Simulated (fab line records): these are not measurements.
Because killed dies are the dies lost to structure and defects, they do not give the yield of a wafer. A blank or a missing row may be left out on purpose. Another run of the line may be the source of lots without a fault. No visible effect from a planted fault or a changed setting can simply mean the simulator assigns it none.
fab line records	flow n5_finfet
record lots=24	wafers=72	last_day=18
route steps=1938 shown BEOL_M12@1619 BEOL_M13@1660
lots untouched by any fault: they come from a run of this same line in which no faults occurred
start_h: hours from the record's opening day to when the first of the lot's shown wafers began	wait_h: time in hours since the lot's previous step	" as in the row above	L1.1+2: one row covering several wafers at once	- no value, or no start was given	* or withheld: withheld	< > ~ a bound
route shown NAME@n: names a module that has steps shown in the file, with the first one's number in the route	usual: mean/standard deviation taken from wafers without a fault	same: alike in all rows	chamber/n: place in a boat	sites: readings site by site	_std_site: standard deviation across them	_edge_site: inner sites' mean taken away from outer sites' mean	radius_mm: for every site, how far away it sits from the centre of the wafer	mask NAME#n: copy n	behind: the last tool/chamber to shape the wafer	hold: the reason the lot was held/the length of the hold in hours/how it ended	device: whichever transistor did not switch (one of n, p or np)	end of line: the same wafers' tests at the end of the route	a step with no rows: only its recipe	killed: dies lost to structure and defects at the first sort, not the wafer's yield	map: the dies of a wafer, with x for killed, . for not killed, _ for no die there
set.NAME: the run value of the setting; set.NAME@STEP: its run value at that earlier step	model.NAME: the simulator's own value behind a step, which no gauge read
steps of the route over a sample of lots; a table a step, a row a wafer
services: when a tool's chamber went out of use (start_h, in hours from the record's first day, below 0 if earlier), for how many hours, and the reason
## steps
# step N5_BEOL_M12_STRIP_64
# recipe chemistry=N2/H2	power_w=1000	temp_c=250	h2_frac=0.65	overash_fraction=0.3	pressure_mtorr=withheld	n2_flow_sccm=1750	h2_flow_sccm=3250
# usual drypump_motor_current_A=5.5/0.42	heater_power_w=328/24	oes_product_au=0.715/0.0045	strip_time_to_endpoint_s=31.30/0.073
lot.wafer	tool	chamber	start_h	wait_h	drypump_motor_current_A	heater_power_w	oes_product_au	rf_hours_counter_h	strip_time_to_endpoint_s
L074.1	plasma_asher-01	0	249.63	0.0	6.2	284	0.714	129	31.33
L074.3	"	1	"	"	5.0	355	0.720	-	31.36
L074.5	"	1	"	"	5.0	354	0.711	-	31.34
L075.3	plasma_asher-02	0	254.32	0.0	5.5	332	0.712	-	31.33
L075.4	"	1	"	"	5.6	346	0.702	-	31.26
L075.6	"	0	"	"	5.5	324	0.713	-	31.32
L076.1	plasma_asher-01	1	264.16	0.0	4.9	351	0.712	132	31.41
L076.3	"	0	"	"	6.1	285	0.711	-	31.43
L076.6	"	1	"	"	4.9	351	0.711	-	31.35
L077.1	plasma_asher-02	1	267.32	0.0	5.6	332	0.717	72	31.17
L077.3	"	1	"	"	5.6	344	0.718	-	31.19
L077.5	"	1	"	"	5.6	339	0.716	-	31.15
L079.3	plasma_asher-02	0	275.94	0.0	5.5	338	0.720	-	31.29
L079.4	"	1	"	"	5.6	340	0.710	-	31.23
L079.6	"	1	"	"	5.6	337	0.716	-	31.32
L078.2	plasma_asher-01	0	276.36	0.0	6.2	286	0.714	135	31.18
L078.4	"	0	"	"	6.2	293	0.711	-	31.20
L078.5	"	0	"	"	6.2	282	0.705	-	31.21
L080.1	plasma_asher-01	1	276.58	0.0	4.9	355	0.711	135	31.44
L080.2	"	0	"	"	6.2	282	0.723	135	31.44
L080.6	"	1	"	"	4.9	349	0.717	-	31.45
L081.2	plasma_asher-02	1	294.10	0.0	5.6	335	0.719	76	31.38
L081.4	"	1	"	"	5.6	333	0.718	-	31.33
L081.5	"	1	"	"	5.6	345	0.716	-	31.37
L082.2	plasma_asher-01	0	297.15	0.0	6.1	288	0.719	139	31.24
L082.4	"	0	"	"	6.2	281	0.719	-	31.22
L082.6	"	1	"	"	4.9	357	0.707	-	31.23
L083.2	plasma_asher-01	1	306.05	0.0	4.9	350	0.713	141	31.36
L083.4	"	1	"	"	4.9	345	0.708	-	31.29
L083.5	"	0	"	"	6.2	284	0.718	-	31.30
L084.1	plasma_asher-02	1	306.30	0.0	5.6	326	0.713	79	31.24
L084.3	"	0	"	"	5.5	331	0.721	-	31.20
L084.4	"	1	"	"	5.6	338	0.706	-	31.25
L085.3	plasma_asher-01	1	323.76	0.0	4.9	354	0.721	-	31.34
L085.5	"	1	"	"	4.9	353	0.720	-	31.30
L085.6	"	0	"	"	6.1	289	0.712	-	31.31
L087.2	plasma_asher-01	1	328.38	0.0	4.9	355	0.714	143	31.25
L087.4	"	0	"	"	6.2	291	0.713	-	31.25
L087.6	"	1	"	"	5.0	357	0.715	-	31.19
L088.2	plasma_asher-02	1	328.87	0.0	5.6	332	0.713	84	31.26
L088.3	"	1	"	"	5.6	348	0.711	-	31.28
L088.5	"	1	"	"	5.6	338	0.724	-	31.18
L086.1	plasma_asher-02	1	329.33	0.0	5.6	334	0.717	84	31.29
L086.2	"	0	"	"	5.5	316	0.717	84	31.29
L086.5	"	0	"	"	5.5	342	0.709	-	31.30
L089.2	plasma_asher-02	0	330.21	0.0	5.5	327	0.710	84	31.29
L089.4	"	1	"	"	5.6	336	0.714	-	31.28
L089.6	"	1	"	"	5.6	344	0.718	-	31.29
L091.2	plasma_asher-02	1	339.93	0.0	5.6	334	0.718	89	31.30
L091.4	"	1	"	"	5.6	333	0.716	-	31.41
L091.6	"	1	"	"	5.6	335	0.713	-	31.32
L090.1	plasma_asher-02	1	343.50	0.0	5.6	333	0.710	90	31.32
L090.5	"	0	"	"	5.5	323	0.714	-	31.30
L090.6	"	1	"	"	5.6	336	0.718	-	31.33
L092.2	plasma_asher-02	0	357.06	0.0	5.5	336	0.712	92	31.42
L092.5	"	1	"	"	5.6	331	0.713	-	31.36
L092.6	"	0	"	"	5.5	321	0.715	-	31.43
L093.3	plasma_asher-01	0	357.71	0.0	6.1	282	0.717	-	31.36
L093.4	"	1	"	"	4.9	348	0.716	-	31.34
L093.5	"	0	"	"	6.1	294	0.716	-	31.28
L094.4	plasma_asher-02	0	365.95	0.0	5.5	330	0.714	-	31.32
L094.5	"	1	"	"	5.6	334	0.710	-	31.41
L094.6	"	0	"	"	5.5	329	0.715	-	31.29
L095.1	plasma_asher-01	0	375.35	0.0	6.2	291	0.715	152	31.32
L095.5	"	0	"	"	6.2	291	0.712	-	31.35
L095.6	"	1	"	"	5.0	360	0.715	-	31.38
L097.1	plasma_asher-02	1	393.08	0.0	5.6	339	0.708	98	31.29
L097.4	"	0	"	"	5.5	336	0.707	-	31.26
L097.5	"	0	"	"	5.4	331	0.714	-	31.20
L096.1	plasma_asher-01	1	398.15	0.0	4.9	352	0.713	156	31.28
L096.2	"	0	"	"	6.1	289	0.717	156	31.35
L096.3	"	0	"	"	6.1	294	0.720	-	31.32
# step N5_BEOL_M12_CD_MEAS_17
# recipe target_cd_nm=140	polarity=opening
# usual cd_nm=141.0/2.2
lot.wafer	tool	chamber	start_h	wait_h	cd_nm
L074.1	cd_sem-01	-	249.78	0.0	142.6
L074.3	"	-	"	"	138.5
L074.5	"	-	"	"	140.8
L075.3	cd_sem-03	-	254.45	0.0	144.2
L075.4	"	-	"	"	141.6
L075.6	"	-	"	"	141.0
L076.1	cd_sem-01	-	264.31	0.0	145.6
L076.3	"	-	"	"	141.0
L076.6	"	-	"	"	144.1
L077.1	cd_sem-03	-	267.47	0.0	138.6
L077.3	"	-	"	"	137.6
L077.5	"	-	"	"	141.9
L079.3	cd_sem-03	-	276.08	0.0	138.1
L079.4	"	-	"	"	139.2
L079.6	"	-	"	"	141.1
L078.2	cd_sem-02	-	276.51	0.0	138.0
L078.4	"	-	"	"	140.0
L078.5	"	-	"	"	142.5
L080.1	cd_sem-03	-	276.73	0.0	144.1
L080.2	"	-	"	"	138.8
L080.6	"	-	"	"	139.6
L081.2	cd_sem-03	-	294.24	0.0	139.7
L081.4	"	-	"	"	139.3
L081.5	"	-	"	"	138.9
L082.2	cd_sem-02	-	297.29	0.0	140.1
L082.4	"	-	"	"	143.0
L082.6	"	-	"	"	140.2
L083.2	cd_sem-03	-	306.20	0.0	140.3
L083.4	"	-	"	"	142.2
L083.5	"	-	"	"	138.1
L084.1	cd_sem-03	-	306.45	0.0	144.0
L084.3	"	-	"	"	139.3
L084.4	"	-	"	"	140.0
L085.3	cd_sem-02	-	323.89	0.0	143.8
L085.5	"	-	"	"	142.1
L085.6	"	-	"	"	141.9
L087.2	cd_sem-02	-	328.53	0.0	140.3
L087.4	"	-	"	"	138.9
L087.6	"	-	"	"	140.7
L088.2	cd_sem-03	-	329.02	0.0	140.5
L088.3	"	-	"	"	144.0
L088.5	"	-	"	"	141.5
L086.1	cd_sem-02	-	329.52	0.0	142.1
L086.2	"	-	"	"	138.4
L086.5	"	-	"	"	142.9
L089.2	cd_sem-03	-	330.36	0.0	145.3
L089.4	"	-	"	"	138.4
L089.6	"	-	"	"	141.4
L091.2	cd_sem-01	-	340.08	0.0	139.5
L091.4	"	-	"	"	140.9
L091.6	"	-	"	"	143.9
L090.1	cd_sem-01	-	343.69	0.0	142.7
L090.5	"	-	"	"	140.5
L090.6	"	-	"	"	139.7
L092.2	cd_sem-01	-	357.26	0.0	141.5
L092.5	"	-	"	"	144.9
L092.6	"	-	"	"	140.4
L093.3	cd_sem-03	-	357.89	0.0	141.9
L093.4	"	-	"	"	140.0
L093.5	"	-	"	"	139.2
L094.4	cd_sem-02	-	366.08	0.0	144.1
L094.5	"	-	"	"	142.6
L094.6	"	-	"	"	144.3
L095.1	cd_sem-03	-	375.49	0.0	142.1
L095.5	"	-	"	"	145.1
L095.6	"	-	"	"	143.0
L097.1	cd_sem-01	-	393.25	0.0	136.9
L097.4	"	-	"	"	141.2
L097.5	"	-	"	"	138.4
L096.1	cd_sem-03	-	398.30	0.0	140.2
L096.2	"	-	"	"	141.1
L096.3	"	-	"	"	142.6
# step N5_BEOL_M12_CD_MEAS_28
# recipe target_cd_nm=160.2	landing_energy_ev=500	detector=se_inlens	polarity=opening
# usual cd_nm=160.5/2
lot.wafer	tool	chamber	start_h	wait_h	cd_nm
L074.1	cd_sem-02	0	250.10	-	159.4
L074.3	"	0	"	"	161.0
L074.5	"	0	"	"	160.2
L075.3	cd_sem-02	0	254.77	-	162.0
L075.4	"	0	"	"	163.8
L075.6	"	0	"	"	161.4
L076.1	cd_sem-03	0	264.76	-	158.9
L076.3	"	0	"	"	162.1
L076.6	"	0	"	"	162.6
L077.1	cd_sem-02	0	267.79	-	158.4
L077.3	"	0	"	"	158.7
L077.5	"	0	"	"	157.2
L079.3	cd_sem-02	0	276.40	-	160.6
L079.4	"	0	"	"	158.9
L079.6	"	0	"	"	158.9
L078.2	cd_sem-02	0	276.96	-	159.5
L078.4	"	0	"	"	161.4
L078.5	"	0	"	"	158.6
L080.1	cd_sem-03	0	277.18	-	157.1
L080.2	"	0	"	"	160.3
L080.6	"	0	"	"	160.6
L081.2	cd_sem-02	0	294.70	-	164.1
L081.4	"	0	"	"	163.3
L081.5	"	0	"	"	163.4
L082.2	cd_sem-03	0	297.62	-	159.4
L082.4	"	0	"	"	159.2
L082.6	"	0	"	"	157.3
L083.2	cd_sem-02	0	306.53	-	161.7
L083.4	"	0	"	"	159.3
L083.5	"	0	"	"	160.9
L084.1	cd_sem-02	0	306.79	-	162.7
L084.3	"	0	"	"	162.0
L084.4	"	0	"	"	163.9
L085.3	cd_sem-03	0	324.21	-	160.1
L085.5	"	0	"	"	159.7
L085.6	"	0	"	"	157.6
L087.2	cd_sem-02	0	328.86	-	162.2
L087.4	"	0	"	"	163.1
L087.6	"	0	"	"	160.1
L088.2	cd_sem-01	0	329.34	-	157.5
L088.3	"	0	"	"	159.6
L088.5	"	0	"	"	158.8
L086.1	cd_sem-02	0	329.85	-	160.6
L086.2	"	0	"	"	160.6
L086.5	"	0	"	"	158.7
L089.2	cd_sem-01	0	330.69	-	159.8
L089.4	"	0	"	"	162.8
L089.6	"	0	"	"	159.7
L091.2	cd_sem-02	0	340.41	-	162.0
L091.4	"	0	"	"	160.0
L091.6	"	0	"	"	160.6
L090.1	cd_sem-03	0	344.05	-	160.2
L090.5	"	0	"	"	162.4
L090.6	"	0	"	"	159.4
L092.2	cd_sem-03	0	357.59	-	160.3
L092.5	"	0	"	"	159.0
L092.6	"	0	"	"	158.8
L093.3	cd_sem-01	0	358.22	-	161.4
L093.4	"	0	"	"	159.3
L093.5	"	0	"	"	163.0
L094.4	cd_sem-03	0	366.41	-	160.0
L094.5	"	0	"	"	160.8
L094.6	"	0	"	"	160.3
L095.1	cd_sem-01	0	375.95	-	163.5
L095.5	"	0	"	"	162.9
L095.6	"	0	"	"	165.2
L097.1	cd_sem-02	0	393.70	-	159.3
L097.4	"	0	"	"	157.7
L097.5	"	0	"	"	158.4
L096.1	cd_sem-02	0	398.75	-	162.6
L096.2	"	0	"	"	164.0
L096.3	"	0	"	"	163.0
# step N5_BEOL_M13_THK_MEAS_01
# recipe reads=SiOC_of_BEOL_M13_ILD_DEP_00
# usual M13_ILD_THK=837/15
lot.wafer	tool	chamber	start_h	wait_h	M13_ILD_THK[nm]
L074.1	film_metro-01	-	254.25	0.1	815
L074.3	"	-	"	"	830
L074.5	"	-	"	"	837
L075.3	film_metro-01	-	259.92	0.1	807
L075.4	"	-	"	"	815
L075.6	"	-	"	"	841
L077.1	film_metro-01	-	273.10	0.1	831
L077.3	"	-	"	"	820
L077.5	"	-	"	"	863
L076.1	film_metro-02	-	275.58	0.1	842
L076.3	"	-	"	"	840
L076.6	"	-	"	"	861
L079.3	film_metro-02	-	281.02	0.1	803
L079.4	"	-	"	"	843
L079.6	"	-	"	"	827
L078.2	film_metro-01	-	284.53	0.1	840
L078.4	"	-	"	"	827
L078.5	"	-	"	"	860
L080.1	film_metro-01	-	284.81	0.1	828
L080.2	"	-	"	"	805
L080.6	"	-	"	"	843
L081.2	film_metro-01	-	298.93	0.1	834
L081.4	"	-	"	"	828
L081.5	"	-	"	"	846
L082.2	film_metro-01	-	303.92	0.1	817
L082.4	"	-	"	"	832
L082.6	"	-	"	"	850
L083.2	film_metro-02	-	309.11	0.1	828
L083.4	"	-	"	"	824
L083.5	"	-	"	"	853
L084.1	film_metro-01	-	309.71	0.1	846
L084.3	"	-	"	"	838
L084.4	"	-	"	"	845
L085.3	film_metro-02	-	326.95	0.1	841
L085.5	"	-	"	"	848
L085.6	"	-	"	"	824
L087.2	film_metro-02	-	333.35	0.1	837
L087.4	"	-	"	"	856
L087.6	"	-	"	"	854
L088.2	film_metro-02	-	333.63	0.1	847
L088.3	"	-	"	"	854
L088.5	"	-	"	"	841
L086.1	film_metro-01	-	333.68	0.1	848
L086.2	"	-	"	"	857
L086.5	"	-	"	"	859
L089.2	film_metro-01	-	336.50	0.1	849
L089.4	"	-	"	"	842
L089.6	"	-	"	"	854
L091.2	film_metro-02	-	343.57	0.1	835
L091.4	"	-	"	"	859
L091.6	"	-	"	"	854
L090.1	film_metro-01	-	349.10	0.1	828
L090.5	"	-	"	"	840
L090.6	"	-	"	"	835
L092.2	film_metro-01	-	362.94	0.1	802
L092.5	"	-	"	"	837
L092.6	"	-	"	"	844
L093.3	film_metro-01	-	363.81	0.1	847
L093.4	"	-	"	"	855
L093.5	"	-	"	"	836
L094.4	film_metro-02	-	369.79	0.0	838
L094.5	"	-	"	"	850
L094.6	"	-	"	"	861
L095.1	film_metro-01	-	378.67	0.1	832
L095.5	"	-	"	"	826
L095.6	"	-	"	"	837
L097.1	film_metro-02	-	396.70	0.1	836
L097.4	"	-	"	"	829
L097.5	"	-	"	"	844
L096.1	film_metro-01	-	404.84	0.1	843
L096.2	"	-	"	"	827
L096.3	"	-	"	"	829
# step N5_BEOL_M13_INSPECT_30
# recipe mode=adi	inspect_instrument=macro
# usual raw_defect_count=1.8/1.3
lot.wafer	tool	chamber	start_h	wait_h	raw_defect_count
L074.1	defect_inspect-01	-	255.68	0.0	3
L074.3	"	-	"	"	5
L074.5	"	-	"	"	2
L075.3	defect_inspect-01	-	261.38	0.0	1
L075.4	"	-	"	"	2
L075.6	"	-	"	"	4
L077.1	defect_inspect-02	-	274.57	0.0	1
L077.3	"	-	"	"	2
L077.5	"	-	"	"	5
L076.1	defect_inspect-01	-	276.92	0.0	2
L076.3	"	-	"	"	1
L076.6	"	-	"	"	1
L079.3	defect_inspect-01	-	282.45	0.0	2
L079.4	"	-	"	"	2
L079.6	"	-	"	"	4
L078.2	defect_inspect-01	-	286.15	0.0	3
L078.4	"	-	"	"	2
L078.5	"	-	"	"	1
L080.1	defect_inspect-02	-	286.34	0.0	2
L080.2	"	-	"	"	1
L080.6	"	-	"	"	2
L081.2	defect_inspect-01	-	300.36	0.0	2
L081.4	"	-	"	"	0
L081.5	"	-	"	"	2
L082.2	defect_inspect-01	-	305.35	0.0	0
L082.4	"	-	"	"	2
L082.6	"	-	"	"	2
L083.2	defect_inspect-02	-	310.89	0.0	1
L083.4	"	-	"	"	4
L083.5	"	-	"	"	4
L084.1	defect_inspect-02	-	311.37	0.0	1
L084.3	"	-	"	"	0
L084.4	"	-	"	"	6
L085.3	defect_inspect-02	-	328.53	0.0	1
L085.5	"	-	"	"	2
L085.6	"	-	"	"	3
L087.2	defect_inspect-02	-	334.66	0.0	2
L087.4	"	-	"	"	1
L087.6	"	-	"	"	1
L088.2	defect_inspect-02	-	334.93	0.0	2
L088.3	"	-	"	"	1
L088.5	"	-	"	"	1
L086.1	defect_inspect-02	-	334.98	0.0	0
L086.2	"	-	"	"	3
L086.5	"	-	"	"	1
L089.2	defect_inspect-02	-	341.77	0.0	2
L089.4	"	-	"	"	1
L089.6	"	-	"	"	2
L091.2	defect_inspect-02	-	344.87	0.0	1
L091.4	"	-	"	"	0
L091.6	"	-	"	"	1
L090.1	defect_inspect-02	-	350.53	0.0	0
L090.5	"	-	"	"	2
L090.6	"	-	"	"	1
L092.2	defect_inspect-01	-	364.24	0.0	4
L092.5	"	-	"	"	1
L092.6	"	-	"	"	1
L093.3	defect_inspect-01	-	365.12	0.0	3
L093.4	"	-	"	"	2
L093.5	"	-	"	"	2
L094.4	defect_inspect-02	-	371.34	0.0	1
L094.5	"	-	"	"	2
L094.6	"	-	"	"	1
L095.1	defect_inspect-02	-	380.22	0.0	2
L095.5	"	-	"	"	1
L095.6	"	-	"	"	2
L097.1	defect_inspect-01	-	398.27	0.0	1
L097.4	"	-	"	"	0
L097.5	"	-	"	"	6
L096.1	defect_inspect-01	-	406.27	0.0	5
L096.2	"	-	"	"	2
L096.3	"	-	"	"	2
# step N5_BEOL_M13_ETCH_68
# recipe chemistry=N2/H2	target=SOC	mask_material=SiARC	source_w=3000	bias_w=350	temp_c=40	time_s=355	ion_energy_ev=200	pressure_mtorr=30	n2_flow_sccm=200	h2_flow_sccm=200
# usual drypump_motor_current_A=5.6/0.46	oes_product_au=0.81/0.086	rf_vpp_V=523.3/2.5	showerhead_plenum_p_Torr=2.52/0.093	throttle_valve_pct=17.8/0.3
lot.wafer	tool	chamber	start_h	wait_h	drypump_motor_current_A	oes_product_au	rf_hours_counter_h	rf_vpp_V	showerhead_plenum_p_Torr	throttle_valve_pct
L074.1	rie_diel-02	2	255.90	0.1	5.8	0.66	248	522.8	2.52	17.7
L074.3	"	1	"	"	5.9	0.81	91	522.3	2.45	17.5
L074.5	"	2	"	"	5.7	0.66	-	521.5	2.52	17.7
L075.3	rie_diel-02	1	261.67	0.1	5.9	0.81	93	521.6	2.45	17.4
L075.4	"	2	"	"	5.8	0.66	250	522.3	2.52	17.7
L075.6	"	1	"	"	5.9	0.82	-	522.7	2.45	17.4
L077.1	rie_diel-04	3	274.83	0.1	5.3	0.69	236	527.3	2.64	17.9
L077.3	"	2	"	"	6.1	0.68	250	526.9	2.63	18.4
L077.5	"	0	"	"	5.6	0.91	-	522.5	2.49	17.9
L076.1	rie_diel-06	1	277.14	0.1	5.2	0.95	14	527.8	2.73	17.6
L076.3	"	0	"	"	5.4	0.80	91	521.8	2.47	18.0
L076.6	"	0	"	"	5.4	0.80	-	522.3	2.47	18.0
L079.3	rie_diel-06	1	282.99	0.1	5.1	0.95	15	528.4	2.72	17.6
L079.4	"	2	"	"	4.8	0.88	32	525.3	2.60	17.5
L079.6	"	2	"	"	4.8	0.88	-	525.5	2.60	17.5
L078.2	rie_diel-02	2	286.36	0.1	5.8	0.98	2	522.8	2.52	17.4
L078.4	"	3	"	"	5.1	0.75	161	521.5	2.42	18.1
L078.5	"	1	"	"	5.9	0.81	-	520.8	2.45	17.4
L080.1	rie_diel-06	2	286.56	0.1	4.8	0.87	34	525.6	2.60	17.5
L080.2	"	0	"	"	5.4	0.81	95	522.1	2.47	18.1
L080.6	"	3	"	"	5.3	0.70	-	519.7	2.42	18.3
L081.2	rie_diel-02	2	300.57	0.1	5.8	0.96	6	523.0	2.52	17.4
L081.4	"	1	"	"	5.9	0.80	106	522.1	2.45	17.5
L081.5	"	3	"	"	5.0	0.75	-	521.1	2.42	18.1
L082.2	rie_diel-02	0	305.57	0.1	6.0	0.72	214	523.1	2.49	18.1
L082.4	"	3	"	"	5.1	0.74	167	520.2	2.42	18.1
L082.6	"	0	"	"	6.0	0.73	-	522.3	2.49	18.1
L083.2	rie_diel-06	3	311.11	0.1	5.3	0.70	216	520.6	2.41	18.3
L083.4	"	2	"	"	4.8	0.85	42	525.7	2.59	17.5
L083.5	"	1	"	"	5.2	0.91	-	529.3	2.72	17.6
L084.1	rie_diel-06	1	311.65	0.1	5.1	0.91	26	526.3	2.72	17.6
L084.3	"	0	"	"	5.4	0.79	103	521.1	2.46	18.1
L084.4	"	3	"	"	5.3	0.70	216	519.9	2.41	18.3
L085.3	rie_diel-02	2	328.74	0.1	5.8	0.93	15	522.9	2.51	17.4
L085.5	"	1	"	"	5.9	0.80	-	520.6	2.44	17.5
L085.6	"	0	"	"	6.0	0.72	-	523.9	2.49	18.1
L087.2	rie_diel-06	1	334.87	0.1	5.1	0.91	33	527.2	2.72	17.6
L087.4	"	3	"	"	5.3	0.69	223	519.7	2.41	18.3
L087.6	"	0	"	"	5.3	0.78	-	519.4	2.46	18.1
L088.2	rie_diel-02	3	335.27	0.1	5.1	0.73	176	521.8	2.41	18.1
L088.3	"	1	"	"	5.9	0.79	118	522.0	2.44	17.5
L088.5	"	1	"	"	5.9	0.80	-	522.0	2.44	17.5
L086.1	rie_diel-06	2	335.52	0.1	4.8	0.85	50	525.2	2.59	17.5
L086.2	"	0	"	"	5.3	0.78	112	520.6	2.46	18.1
L086.5	"	0	"	"	5.3	0.79	-	520.4	2.46	18.1
L089.2	rie_diel-04	2	341.99	0.1	6.1	0.92	12	526.0	2.63	17.9
L089.4	"	0	"	"	5.6	0.86	-	521.1	2.48	18.0
L089.6	"	1	"	"	6.5	0.74	-	524.2	2.54	17.5
L091.2	rie_diel-02	0	345.08	0.1	6.0	0.72	228	523.2	2.48	18.1
L091.4	"	1	"	"	5.9	0.79	121	520.7	2.44	17.5
L091.6	"	2	"	"	5.8	0.92	-	523.4	2.51	17.4
L090.1	rie_diel-04	2	350.75	0.1	6.1	0.91	17	526.3	2.62	17.9
L090.5	"	0	"	"	5.5	0.86	-	522.4	2.48	18.0
L090.6	"	2	"	"	6.2	0.91	-	525.0	2.62	17.9
L092.2	rie_diel-06	3	364.45	0.1	5.3	0.69	226	520.4	2.41	18.3
L092.5	"	1	"	"	5.1	0.90	-	529.9	2.71	17.7
L092.6	"	3	"	"	5.3	0.69	-	518.9	2.41	18.3
L093.3	rie_diel-04	2	365.34	0.1	6.1	0.89	22	525.9	2.62	18.0
L093.4	"	0	"	"	5.6	0.83	-	521.8	2.48	18.0
L093.5	"	1	"	"	6.5	0.73	-	523.9	2.53	17.5
L094.4	rie_diel-04	2	371.64	0.1	6.1	0.89	25	526.2	2.62	18.0
L094.5	"	2	"	"	6.1	0.89	-	525.4	2.62	18.0
L094.6	"	3	"	"	5.3	0.97	-	524.4	2.63	17.5
L095.1	rie_diel-04	0	380.43	0.1	5.6	0.83	57	522.1	2.48	18.0
L095.5	"	1	"	"	6.5	0.73	-	524.0	2.53	17.5
L095.6	"	2	"	"	6.1	0.89	-	525.2	2.62	18.0
L097.1	rie_diel-02	3	398.48	0.1	5.1	0.73	194	519.9	2.41	18.2
L097.4	"	0	"	"	6.0	0.71	242	522.7	2.48	18.1
L097.5	"	1	"	"	6.0	0.77	-	521.0	2.43	17.5
L096.1	rie_diel-06	0	406.73	0.1	5.3	0.76	131	522.5	2.45	18.1
L096.2	"	3	"	"	5.3	0.68	242	519.9	2.40	18.3
L096.3	"	1	"	"	5.2	0.88	48	530.0	2.71	17.7
## services
tool	chamber	start_h	hours	kind
rie_diel-02	3	243.66	9.1	repair
plasma_asher-02	-	247.24	2.4	repair
rie_diel-02	2	249.10	3.6	repair
rie_diel-02	2	265.88	-	clean
rie_diel-02	2	265.88	-	consumable_replace:focus_ring
rie_diel-02	2	265.88	14.2	scheduled_down
rie_diel-02	2	265.88	14.2	vent_cycle
rie_diel-06	-	266.11	2.8	pm
rie_diel-04	0	266.58	4.5	repair
rie_diel-04	2	276.19	-	clean
rie_diel-04	2	276.19	-	consumable_replace:focus_ring
rie_diel-04	2	276.19	25.5	scheduled_down
rie_diel-04	2	276.19	25.5	vent_cycle
plasma_asher-02	-	295.48	1.0	repair
plasma_asher-02	-	322.98	0.8	repair
rie_diel-06	3	330.98	3.6	repair
rie_diel-04	3	338.27	-	clean
rie_diel-04	3	338.27	-	consumable_replace:focus_ring
rie_diel-04	3	338.27	27.4	scheduled_down
rie_diel-06	3	344.09	19.8	repair
rie_diel-06	0	359.62	9.0	repair
rie_diel-06	1	372.98	32.4	repair
rie_diel-06	0	375.92	6.5	repair
rie_diel-04	1	393.86	2.4	repair
## key
fault none
